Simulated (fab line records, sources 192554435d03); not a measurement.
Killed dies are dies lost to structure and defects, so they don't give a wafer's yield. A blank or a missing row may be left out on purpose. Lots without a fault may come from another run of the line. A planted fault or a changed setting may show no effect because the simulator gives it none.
Which tool did it? | flow n5_finfet | 8 lots, 24 wafers sampled, at 4 steps of a route of 1938

WHAT THE GAUGES READ, wafer by wafer
N5_BEOL_M4_OVL_MEAS_29.
lot  | measured     | on         | V3_OVL (nm)
L634 | day 8 11:58  | overlay-01 | -0.2 1.2 0.0
L638 | day 9 01:46  | overlay-02 | 0.4 0.4 -0.3
L636 | day 9 07:19  | overlay-01 | 0.3 0.7 1.0
L649 | day 12 03:34 | overlay-01 | 4.1 4.3 4.0
L648 | day 12 03:44 | overlay-02 | 3.2 3.7 3.2
L652 | day 12 23:05 | overlay-02 | 1.5 -0.2 -0.9
L653 | day 12 23:08 | overlay-02 | 0.3 -0.5 -0.3
L655 | day 13 18:41 | overlay-02 | -1.5 -1.4 0.0

WHICH TOOL RAN EACH LOT (tool, then ch and the chambers of the sampled wafers, then the start)
lot  | N5_BEOL_M4_ETCH_74                 | N5_BEOL_M4_STRIP_66                | N5_BEOL_M4_EXPOSE_25
L634 | rie_diel-03 ch 0,1,3, day 8 11:05  | rie_diel-03 ch 0,1,3, day 8 11:16  | euv_scanner-01 ch 0, day 8 11:47
L638 | rie_diel-02 ch 0,1, day 9 01:00    | rie_diel-02 ch 0,1, day 9 01:11    | euv_scanner-01 ch 0, day 9 01:36
L636 | rie_diel-04 ch 0,2,3, day 9 06:34  | rie_diel-04 ch 0,2,3, day 9 06:45  | euv_scanner-01 ch 0, day 9 07:08
L649 | rie_diel-04 ch 0,1,2, day 12 02:37 | rie_diel-04 ch 0,1,2, day 12 02:47 | euv_scanner-01 ch 0, day 12 03:24
L648 | rie_diel-04 ch 1,2,3, day 12 02:59 | rie_diel-04 ch 1,2,3, day 12 03:10 | euv_scanner-01 ch 0, day 12 03:34
L652 | rie_diel-03 ch 0,1,3, day 12 17:53 | rie_diel-03 ch 0,1,3, day 12 18:04 | euv_scanner-02 ch 0, day 12 22:55
L653 | rie_diel-02 ch 0,3, day 12 22:07   | rie_diel-02 ch 0,3, day 12 22:17   | euv_scanner-02 ch 0, day 12 22:58
L655 | rie_diel-02 ch 1,2, day 13 17:50   | rie_diel-02 ch 1,2, day 13 18:01   | euv_scanner-02 ch 0, day 13 18:30
- N5_BEOL_M4_ETCH_74: etches underlayer in N2/H2, target depth 6.5 nm, time 5.2 s.
- N5_BEOL_M4_STRIP_66: strips in CF4.
- N5_BEOL_M4_EXPOSE_25: exposes mask V3, defocus 5 nm.

THE ANSWER, worked out from the rows above alone
Rule: what is usual is taken from the lots themselves. Put in order of their means at a reading, lots are off if they are a third of the lots or fewer, leave a main group of 4 or more, and stand apart from it by a gap of 3 or more times the standard deviation of the main group's means; of several such gaps the widest counts. A main group whose means are all the same, to the digits that the tables above print for the reading, isn't used. A lot without any number at a reading at which 4 lots or more have one is off too. The other lots that the step has rows for count as sound.
Off: L649, L648, at N5_BEOL_M4_OVL_MEAS_29 (V3_OVL). The main group: mean 0.0 nm, standard deviation 0.51.
A tool fits if, at a process step before that reading, it ran every lot that is off, and no sound lot after the first of them. The gauges at N5_BEOL_M4_OVL_MEAS_29 are tried like those tools. Can't be told from this: 2 tools fit, rie_diel-04 at N5_BEOL_M4_ETCH_74 and N5_BEOL_M4_STRIP_66, euv_scanner-01 at N5_BEOL_M4_EXPOSE_25.

WHAT THE SIMULATOR HAD PUT IN
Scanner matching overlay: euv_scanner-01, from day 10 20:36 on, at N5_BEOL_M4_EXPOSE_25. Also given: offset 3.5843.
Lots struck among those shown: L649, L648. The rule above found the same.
